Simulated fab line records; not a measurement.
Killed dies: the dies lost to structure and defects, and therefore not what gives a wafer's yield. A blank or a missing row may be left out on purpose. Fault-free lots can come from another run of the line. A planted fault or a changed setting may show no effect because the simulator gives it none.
Chamber matching / flow nand harc / NHARC_A_STAIRCASE_ETCH_169 on rie diel-08: 4 sister chambers
The step etches the open film in CH3F/O2, target depth 50 nm, time 107.1 s. 16 wafers are shown with their chamber, then 8 later ones without.

## WAFERS, EACH WITH ITS CHAMBER
wafer=L074.1; chamber=3; showerhead plenum p Torr (Torr)=2.42; drypump motor current A (A)=6.4; rf vpp V (V)=243.9
wafer=L074.4; chamber=2; showerhead plenum p Torr (Torr)=2.43; drypump motor current A (A)=6.3; rf vpp V (V)=242.7
wafer=L074.5; chamber=3; showerhead plenum p Torr (Torr)=2.42; drypump motor current A (A)=6.4; rf vpp V (V)=243.4
wafer=L078.1; chamber=3; showerhead plenum p Torr (Torr)=2.42; drypump motor current A (A)=6.4; rf vpp V (V)=244.2
wafer=L078.2; chamber=2; showerhead plenum p Torr (Torr)=2.43; drypump motor current A (A)=6.2; rf vpp V (V)=244.9
wafer=L078.6; chamber=2; showerhead plenum p Torr (Torr)=2.43; drypump motor current A (A)=6.3; rf vpp V (V)=244.2
wafer=L080.1; chamber=1; showerhead plenum p Torr (Torr)=2.34; drypump motor current A (A)=6.4; rf vpp V (V)=242.1
wafer=L080.2; chamber=3; showerhead plenum p Torr (Torr)=2.41; drypump motor current A (A)=6.3; rf vpp V (V)=244.6
wafer=L080.6; chamber=3; showerhead plenum p Torr (Torr)=2.41; drypump motor current A (A)=6.4; rf vpp V (V)=242.7
wafer=L082.1; chamber=3; showerhead plenum p Torr (Torr)=2.41; drypump motor current A (A)=6.4; rf vpp V (V)=243.1
wafer=L082.3; chamber=1; showerhead plenum p Torr (Torr)=2.34; drypump motor current A (A)=6.4; rf vpp V (V)=242.3
wafer=L082.6; chamber=1; showerhead plenum p Torr (Torr)=2.34; drypump motor current A (A)=6.4; rf vpp V (V)=242.3
wafer=L083.1; chamber=0; showerhead plenum p Torr (Torr)=2.43; drypump motor current A (A)=5.7; rf vpp V (V)=244.3
wafer=L083.3; chamber=3; showerhead plenum p Torr (Torr)=2.41; drypump motor current A (A)=6.4; rf vpp V (V)=243.7
wafer=L083.5; chamber=1; showerhead plenum p Torr (Torr)=2.34; drypump motor current A (A)=6.4; rf vpp V (V)=243.8
wafer=L092.1; chamber=1; showerhead plenum p Torr (Torr)=2.33; drypump motor current A (A)=6.4; rf vpp V (V)=243.1

SIGNATURES (averages over the wafers above)
reading=showerhead plenum p Torr; chamber 0=2.4300; chamber 1=2.3380; chamber 2=2.4300; chamber 3=2.4143; scatter within a chamber=0.00458
reading=drypump motor current A; chamber 0=5.700; chamber 1=6.400; chamber 2=6.267; chamber 3=6.386; scatter within a chamber=0.0356
reading=rf vpp V; chamber 0=244.300; chamber 1=242.720; chamber 2=243.933; chamber 3=243.657; scatter within a chamber=0.77
Rule: distance of a wafer from a chamber = root of the sum over the readings of ((wafer's reading minus chamber's mean) / reading's scatter) squared. The wafer belongs to the nearest chamber; if the next one is less than 2 further off, it can't be placed. How the scatter is found: for the shown wafers, subtract from each reading the mean of its chamber, square and add these, divide the total by (wafers less chambers), then take the root.

## WAFERS WITHOUT THEIR CHAMBER
wafer=L092.3; showerhead plenum p Torr (Torr)=2.42; drypump motor current A (A)=6.3; rf vpp V (V)=244.2
wafer=L092.4; showerhead plenum p Torr (Torr)=2.40; drypump motor current A (A)=6.4; rf vpp V (V)=243.7
wafer=L095.2; showerhead plenum p Torr (Torr)=2.40; drypump motor current A (A)=6.3; rf vpp V (V)=243.4
wafer=L095.4; showerhead plenum p Torr (Torr)=2.42; drypump motor current A (A)=6.3; rf vpp V (V)=243.2
wafer=L095.6; showerhead plenum p Torr (Torr)=2.33; drypump motor current A (A)=6.4; rf vpp V (V)=242.5
wafer=L097.1; showerhead plenum p Torr (Torr)=2.33; drypump motor current A (A)=6.5; rf vpp V (V)=242.2
wafer=L097.2; showerhead plenum p Torr (Torr)=2.42; drypump motor current A (A)=6.3; rf vpp V (V)=244.3
wafer=L097.3; showerhead plenum p Torr (Torr)=2.42; drypump motor current A (A)=5.7; rf vpp V (V)=242.4

## WHICH CHAMBER EACH WENT THROUGH
wafer=L092.3; from the rows above=can't be placed: 2 or 3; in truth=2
wafer=L092.4; from the rows above=3; in truth=3
wafer=L095.2; from the rows above=3; in truth=3
wafer=L095.4; from the rows above=can't be placed: 2 or 3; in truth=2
wafer=L095.6; from the rows above=1; in truth=1
wafer=L097.1; from the rows above=1; in truth=1
wafer=L097.2; from the rows above=can't be placed: 2 or 3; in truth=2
wafer=L097.3; from the rows above=0; in truth=0
Correctly placed: 5 of 8. From these rows, 3 cannot be placed; in 3 the true chamber is one of the candidates. Placed wrongly: 0.
